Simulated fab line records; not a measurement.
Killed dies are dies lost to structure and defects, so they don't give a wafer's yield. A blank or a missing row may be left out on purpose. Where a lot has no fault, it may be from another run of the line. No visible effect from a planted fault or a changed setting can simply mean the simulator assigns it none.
Matching of chambers | flow n5-finfet | N5_GATE_CUT_CMP_61 on cmp-04 has 4 sister chambers
The step polishes, stops on SiNx, t overpolish 3 s. 16 wafers are shown with their chamber, then 8 later ones without.

## WAFERS PAIRED WITH THEIR CHAMBERS
wafer  | chamber | motor-current-A (A) | edge-zone-pressure-frac
L074.2 | 3       | 12.4                | 1.000
L074.4 | 1       | 12.1                | 0.999
L074.5 | 1       | 11.6                | 0.990
L077.2 | 3       | 12.5                | 1.006
L077.4 | 1       | 11.8                | 1.003
L077.6 | 1       | 12.0                | 1.008
L081.1 | 0       | 10.9                | 0.999
L081.4 | 3       | 12.1                | 0.996
L081.6 | 0       | 11.4                | 0.999
L086.2 | 0       | 11.1                | 0.997
L086.3 | 2       | 13.5                | 0.989
L086.6 | 2       | 13.2                | 0.993
L090.2 | 0       | 11.4                | 1.003
L090.3 | 2       | 13.6                | 0.998
L090.6 | 2       | 13.7                | 0.988
L091.2 | 2       | 13.3                | 1.002

SIGNATURES (averages over the wafers above)
reading                 | chamber 0 | chamber 1 | chamber 2 | chamber 3 | scatter within a chamber
motor-current-A         | 11.200    | 11.875    | 13.460    | 12.333    | 0.221
edge-zone-pressure-frac | 0.99950   | 1.00000   | 0.99400   | 1.00067   | 0.00567
Rule: for each reading, subtract the chamber's mean from the wafer's reading, divide by that reading's scatter and square the result; add these up over the readings and take the root, which gives the wafer's distance from the chamber. The wafer belongs to the nearest chamber; if the next one is less than 2 further off, it can't be placed. The scatter: the root of (the sum of the squares of (reading less its chamber's mean) over the shown wafers, divided by (wafers less chambers)).

## WAFERS MISSING THEIR CHAMBER
wafer  | motor-current-A (A) | edge-zone-pressure-frac
L091.3 | 10.3                | 1.002
L091.6 | 11.0                | 1.004
L092.2 | 10.7                | 1.003
L092.3 | 13.1                | 1.003
L092.4 | 11.7                | 0.998
L096.1 | 10.9                | 0.997
L096.3 | 12.1                | 0.997
L096.4 | 12.2                | 1.006

## WHICH CHAMBER EACH ONE RAN IN
wafer  | from the rows above     | in truth
L091.3 | 0                       | 0
L091.6 | 0                       | 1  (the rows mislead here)
L092.2 | 0                       | 0
L092.3 | can't be placed: 2 or 3 | 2
L092.4 | can't be placed: 1 or 0 | 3
L096.1 | 0                       | 0
L096.3 | can't be placed: 1 or 3 | 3
L096.4 | can't be placed: 3 or 1 | 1
3 of 8 placed correctly. Unplaceable from these rows: 4, with the true chamber sitting among the candidates in 3. Placed wrongly: 1.
